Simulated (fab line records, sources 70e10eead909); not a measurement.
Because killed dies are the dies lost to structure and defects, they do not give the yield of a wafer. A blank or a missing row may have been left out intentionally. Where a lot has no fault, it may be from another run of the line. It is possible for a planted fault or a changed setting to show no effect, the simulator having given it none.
Chamber matching ; flow nand harc ; rie si-04 running NHARC_A_WL_FILL_ETCHBACK_26: 4 sister chambers
The step etches the open film in HBr, target depth 52 nm, time 13.3 s. 7 wafers are shown with their chamber, then 7 later ones without.

WAFERS PAIRED WITH THEIR CHAMBERS
wafer;chamber;drypump motor current A (A);oes product au (a.u.)
L077.6;2;5.97;1.005
L082.4;3;5.36;1.003
L088.3;3;5.36;1.005
L088.5;1;6.09;1.000
L088.6;0;5.51;1.019
L090.2;0;5.52;1.018
L090.4;1;6.09;1.000

WAFERS WITH NO CHAMBER GIVEN
wafer;drypump motor current A (A);oes product au (a.u.)
L090.5;5.97;0.982
L094.1;5.38;0.994
L094.2;5.95;0.997
L094.3;5.52;1.011
L093.1;5.51;1.007
L093.3;5.95;1.003
L093.4;5.39;1.013

WHICH CHAMBER EACH WENT THROUGH
wafer;from the rows above;in truth
L090.5;2;2
L094.1;3;3
L094.2;2;2
L094.3;0;0
L093.1;0;0
L093.3;2;2
L093.4;3;3
Placed correctly: 7 of 7. Can't be placed from these rows: 0. Wrongly placed: 0.
How it was worked out, from the rows above alone: a wafer's distance from a chamber is the root of the sum, over the readings, of the square of ((its reading less the chamber's mean) divided by the reading's scatter). If the next closest chamber is less than 2 further off than the closest, the wafer can't be placed; otherwise it belongs to the closest. Each chamber's mean is taken over the wafers shown for it. The scatter is the square root of a quotient: the sum, over the shown wafers, of each reading's squared deviation from its chamber's mean, divided by wafers minus chambers.
